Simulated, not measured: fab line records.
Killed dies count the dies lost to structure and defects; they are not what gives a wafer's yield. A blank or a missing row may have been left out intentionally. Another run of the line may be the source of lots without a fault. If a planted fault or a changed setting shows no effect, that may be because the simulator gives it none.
The tool behind it: which one? ; flow n5Finfet ; Sampling: 11 lots, 31 wafers, 4 of 1938 route steps

## WHAT THE GAUGES READ, wafer by wafer
N5_BEOL_M10_CD_MEAS_11 targets a cd of 64.1 nm. Usual: cdNm 63.7 nm, standard deviation 0.42.
lot;measured;on;cdNm (nm);flag
L975;day 10 12:20;cdSem-02;63.5 64.1;
L977;day 10 12:34;cdSem-01;63.3 63.7 63.7;
L976;day 10 17:17;cdSem-03;63.2 63.0 63.1;
L978;day 11 05:28;cdSem-03;63.2 63.1 63.2;
L985;day 12 22:44;cdSem-01;64.1 64.6 64.2;
L983;day 13 03:31;cdSem-02;63.2 64.3;
L993;day 14 09:26;cdSem-01;63.8 63.6 63.9;
L991;day 14 09:53;cdSem-03;64.0 63.5 63.3;
L992;day 14 10:18;cdSem-03;63.8 63.8 64.4;
L997;day 15 14:44;cdSem-03;63.5 64.0 63.3;
L998;day 15 22:52;cdSem-03;63.7 63.5 63.9;

## WHICH TOOL RAN EACH LOT (tool, then ch and the chambers of the sampled wafers, then the start)
lot;N5_BEOL_M9_SURFACE_TREAT_79;N5_BEOL_M9_ANNEAL_51;N5_BEOL_M10_COAT_59
L975;pvdSputter-02, day 10 09:25;rtpAnneal-02 ch 0, day 10 09:52;lithoTrack-03 ch 0, day 10 12:05
L977;pvdSputter-03, day 10 09:31;rtpAnneal-02 ch 0, day 10 10:08;lithoTrack-05 ch 0, day 10 12:11
L976;pvdSputter-01, day 10 11:56;rtpAnneal-02 ch 0, day 10 12:34;lithoTrack-03 ch 0, day 10 16:55
L978;pvdSputter-02, day 11 01:43;rtpAnneal-02 ch 0, day 11 02:58;lithoTrack-04 ch 0, day 11 05:14
L985;pvdSputter-02, day 12 19:47;rtpAnneal-02 ch 0, day 12 20:21;lithoTrack-05 ch 0, day 12 22:22
L983;pvdSputter-01, day 12 20:22;rtpAnneal-01 ch 0, day 12 23:10;lithoTrack-05 ch 0, day 13 03:08
L993;pvdSputter-02, day 14 05:55;rtpAnneal-01 ch 0, day 14 06:22;lithoTrack-04 ch 0, day 14 09:11
L991;pvdSputter-01, day 14 05:58;rtpAnneal-02 ch 0, day 14 06:35;lithoTrack-03 ch 0, day 14 09:31
L992;pvdSputter-02, day 14 06:40;rtpAnneal-02 ch 0, day 14 07:21;lithoTrack-04 ch 0, day 14 09:56
L997;pvdSputter-02, day 15 11:04;rtpAnneal-02 ch 0, day 15 11:40;lithoTrack-03 ch 0, day 15 14:30
L998;pvdSputter-02, day 15 19:05;rtpAnneal-01 ch 0, day 15 19:38;lithoTrack-04 ch 0, day 15 22:29
- N5_BEOL_M9_SURFACE_TREAT_79
- N5_BEOL_M9_ANNEAL_51: time 90 s.
- N5_BEOL_M10_COAT_59: time 60 s, resist thk 100 nm.

## AS READ BY THE TOOLS THEMSELVES (means over the sampled wafers that have a number; for cases with no such wafer, the mark the record gives instead)
N5_BEOL_M9_ANNEAL_51. Usual: wafer_temp_C_max 226.2, standard deviation 0.33.
lot;tool;wafer_temp_C_max;flag
L975;rtpAnneal-02;226.3;
L977;rtpAnneal-02;225.9;
L976;rtpAnneal-02;225.9;
L978;rtpAnneal-02;226.0;
L985;rtpAnneal-02;226.1;
L983;rtpAnneal-01;226.3;
L993;rtpAnneal-01;226.1;
L991;rtpAnneal-02;226.1;
L992;rtpAnneal-02;226.0;
L997;rtpAnneal-02;226.1;
L998;rtpAnneal-01;226.4;

N5_BEOL_M10_COAT_59. Usual: chillPlateTempC 23.01 C, standard deviation 0.089; heaterPowerTotalW 500.5 W, standard deviation 1.8; plateTempC 249.98 C, standard deviation 0.18.
lot;tool;chillPlateTempC (C);heaterPowerTotalW (W);plateTempC (C);flag
L975;lithoTrack-03;23.06;501.2;250.09;
L977;lithoTrack-05;23.08;501.2;250.23;
L976;lithoTrack-03;23.03;498.5;250.03;
L978;lithoTrack-04;23.09;501.2;250.02;
L985;lithoTrack-05;22.99;473.8;239.22;OFF
L983;lithoTrack-05;23.05;475.5;239.17;OFF
L993;lithoTrack-04;23.00;500.7;250.19;
L991;lithoTrack-03;22.96;499.0;250.17;
L992;lithoTrack-04;23.09;499.5;250.17;
L997;lithoTrack-03;23.00;501.3;249.70;
L998;lithoTrack-04;22.90;501.5;249.85;

## THE ANSWER, worked out from the rows above alone
Rule: a lot counts as off when the mean over its wafers that have a number is more than 3 standard deviations away from the usual mean. Also off: a lot with no number at a reading for which 4 or more lots have one. All remaining lots with rows at the step are treated as sound. Order of review: gauges by route order, followed by the tools' own readings, for which a lot's mean as printed above is used. At the first step where some lot is off, the reading lying furthest off is the one used; lots without a number count as furthest.
Off: L985, L983 (N5_BEOL_M10_COAT_59, plateTempC).
If a tool, at that step or one of the process steps before it, ran each lot that is off and ran no sound lot following the first of them, it fits. One candidate fits, namely lithoTrack-05 at N5_BEOL_M10_COAT_59. Its last sound lot is L977 (day 10 12:11), its first lot that is off L985 (day 12 22:22): a fault that began between those two fits.
The tool's own readings at N5_BEOL_M10_COAT_59 bear it out: on the lots that are off they differ by more than 5 times the standard deviation of the sound lots' means. heaterPowerTotalW reads 474.6 W there against 500.5 W on the sound lots; plateTempC reads 239.19 C there against 250.05 C on the sound lots.

## WHAT THE SIMULATOR HAD INSERTED
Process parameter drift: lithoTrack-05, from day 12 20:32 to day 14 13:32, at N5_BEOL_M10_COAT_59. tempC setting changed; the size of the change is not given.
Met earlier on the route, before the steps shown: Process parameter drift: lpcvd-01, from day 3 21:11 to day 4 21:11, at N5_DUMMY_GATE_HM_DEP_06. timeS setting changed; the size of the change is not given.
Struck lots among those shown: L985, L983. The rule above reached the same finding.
